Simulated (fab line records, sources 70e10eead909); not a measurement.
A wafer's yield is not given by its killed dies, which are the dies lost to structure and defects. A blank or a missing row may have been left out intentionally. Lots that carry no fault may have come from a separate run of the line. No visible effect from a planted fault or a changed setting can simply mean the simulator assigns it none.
Struck lot and sound lot, side by side	flow nandHarc	13 steps out of a route of 1302
Sound: wafers L371.2, L371.5, L371.6. Struck: wafers L376.1, L376.2, L376.3. At the end, the cause is stated.
Per side, at each step with rows, come the tool, then ch with its chambers, and then its first start. Under that, the readings that differ: sound wafers	struck wafers	difference of the means	sigmas: that difference in standard deviations of wafers without a fault.
alike: a reading whose means differ by less than 2 such deviations, as well as words and numbers matching on both sides. not compared: withheld readings; readings where some wafer has no value; bounds like >300 that might hide an equal value; numbers whose values overlap and for which the record gives no deviation.
A row with sigmas, a row that says differs or no value, or rows on one side alone: a step with any of these is where the two part. Numbers that have no deviation but don't overlap get no sigmas and don't part them. A reading that every wafer of one side lacks parts them only if that side has two wafers or more.

first, 1 step without rows for these wafers: NHARC_A_STAIRCASE_HARDBAKE_218 (time 140 s).
NHARC_A_STAIRCASE_DESCUM_219: chemistry O2, time 3 s.
  sound on rieDiel-04 ch 1,2,3, day 19 07:49; struck on rieDiel-04 ch 0,2,3, day 22 00:59
  alike: drypumpMotorCurrentA, oesProductAu, rfVppV, showerheadPlenumPTorr, throttleValvePct
  not compared: rfHoursCounterH
NHARC_A_STAIRCASE_TRIM_220: chemistry O2, time 211.2 s.
  sound on rieDiel-04 ch 1,2, day 19 07:55; struck on rieDiel-04 ch 0,2,3, day 22 01:05
  alike: chamberPressureMTorr, drypumpMotorCurrentA, oesProductAu, rfVppV, showerheadPlenumPTorr, throttleValvePct
  not compared: rfHoursCounterH
then, 2 steps without rows for these wafers: NHARC_A_STAIRCASE_ETCH_221 (etches the open film in C4F8/O2, target depth 100 nm, time 40.5 s); NHARC_A_STAIRCASE_TRIM_222 (chemistry O2, time 211.2 s).
NHARC_A_STAIRCASE_ETCH_223: etches the open film in C4F8/O2, target depth 100 nm, time 40.5 s.
  sound on rieDiel-04 ch 0,2,3; struck on rieDiel-04 ch 0,1,2
  alike: oesProductAu, rfVppV
  not compared: rfHoursCounterH
then, 2 steps without rows for these wafers: NHARC_A_STAIRCASE_TRIM_224 (chemistry O2, time 211.2 s); NHARC_A_STAIRCASE_ETCH_225 (etches the open film in C4F8/O2, target depth 100 nm, time 40.5 s).
NHARC_A_STAIRCASE_TRIM_226: chemistry O2, time 211.2 s.
  sound on rieDiel-04 ch 0,3; struck on rieDiel-04 ch 0,1,3
  alike: chamberPressureMTorr, drypumpMotorCurrentA, oesProductAu, rfVppV, showerheadPlenumPTorr, throttleValvePct
  not compared: rfHoursCounterH
NHARC_A_STAIRCASE_ETCH_227: etches the open film in C4F8/O2, target depth 100 nm, time 40.5 s.
  sound on rieDiel-04 ch 1,2; struck on rieDiel-04 ch 1,2,3
  alike: oesProductAu, rfVppV
  not compared: rfHoursCounterH
NHARC_A_STAIRCASE_TRIM_229: chemistry O2, time 211.2 s.
  sound on rieDiel-04 ch 0,3, day 19 09:12; struck on rieDiel-04 ch 1,2,3, day 22 02:10
  no value came back on the struck wafers for any of 7 readings (biasW (W), chamberPressureMTorr (mTorr) and others); on the sound wafers biasW (W) reads 0 0 0
  not compared: rfHoursCounterH
then, 1 step without rows for these wafers: NHARC_A_STAIRCASE_ETCH_230 (etches the open film in C4F8/O2, target depth 100 nm, time 40.5 s).
-- the record jumps here: 8 days lie between the struck wafers' starts before and after (it left off in module A_STAIRCASE and takes up again in module END, whose first step shown is number 1302 of the route) --
NHARC_END_SORT_01:
  sound on prober-02 ch 0, day 27 22:25; struck on prober-01 ch 0, day 30 10:14
reading	sound	struck	difference	sigmas
killedAtArray	69 55 94	675 671 670	+599	+35
killedAtOther	1 2 3	0 0 0	-2	-2
killedDies	77 62 99	677 677 677	+598	+37
  alike: killedAtPeriphery, killedOpen, killedShort

## WHERE THEY PART
Last at NHARC_END_SORT_01 as far as this record goes, first at NHARC_A_STAIRCASE_TRIM_229.

WHY: the cause the simulator had injected
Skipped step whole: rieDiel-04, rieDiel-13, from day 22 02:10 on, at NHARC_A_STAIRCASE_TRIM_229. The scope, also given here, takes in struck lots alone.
